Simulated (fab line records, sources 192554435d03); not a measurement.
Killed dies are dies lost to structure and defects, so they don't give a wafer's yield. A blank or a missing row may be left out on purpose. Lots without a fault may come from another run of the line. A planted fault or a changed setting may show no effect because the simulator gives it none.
Chamber matching | flow n5_finfet | N5_MOL_CONTACT_COAG_ALD_20 on ald_metal-03: 4 sister chambers
The step deposits TiN, target thk 1.5 nm, pulse time 1 s, purge time 3 s. 4 wafers are shown with their chamber, then 12 later ones without.

WAFERS WITH THEIR CHAMBER
wafer  | chamber | heater_power_w (W)
L088.5 | 0       | 794
L091.1 | 1       | 972
L091.2 | 3       | 863
L091.4 | 2       | 935

WAFERS WITHOUT THEIR CHAMBER
wafer  | heater_power_w (W)
L092.2 | 850
L092.4 | 965
L092.5 | 838
L093.2 | 854
L093.4 | 813
L093.6 | 933
L095.1 | 947
L095.3 | 826
L095.6 | 971
L097.1 | 970
L097.3 | 807
L097.6 | 830

WHICH CHAMBER EACH WENT THROUGH
wafer  | from the rows above     | in truth
L092.2 | 3                       | 3
L092.4 | can't be placed: 1 or 2 | 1
L092.5 | can't be placed: 3 or 0 | 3
L093.2 | 3                       | 3
L093.4 | can't be placed: 0 or 3 | 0
L093.6 | 2                       | 2
L095.1 | can't be placed: 2 or 1 | 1
L095.3 | can't be placed: 0 or 3 | 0
L095.6 | can't be placed: 1 or 2 | 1
L097.1 | can't be placed: 1 or 2 | 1
L097.3 | 0                       | 0
L097.6 | can't be placed: 3 or 0 | 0
Placed correctly: 4 of 12. Can't be placed from these rows: 8 (the true chamber is among the candidates in 8). Placed wrongly: 0.
How it was worked out, from the rows above alone: a wafer's distance from a chamber is the root of the sum, over the readings, of the square of ((its reading less the chamber's mean) divided by the reading's scatter). The wafer belongs to the nearest chamber; if the next one is less than 2 further off, it can't be placed. A chamber's mean is the mean of its shown wafers. The scatter: with one shown wafer a chamber, the root of the mean of the squares of how far each hidden wafer lies from its nearest shown one.
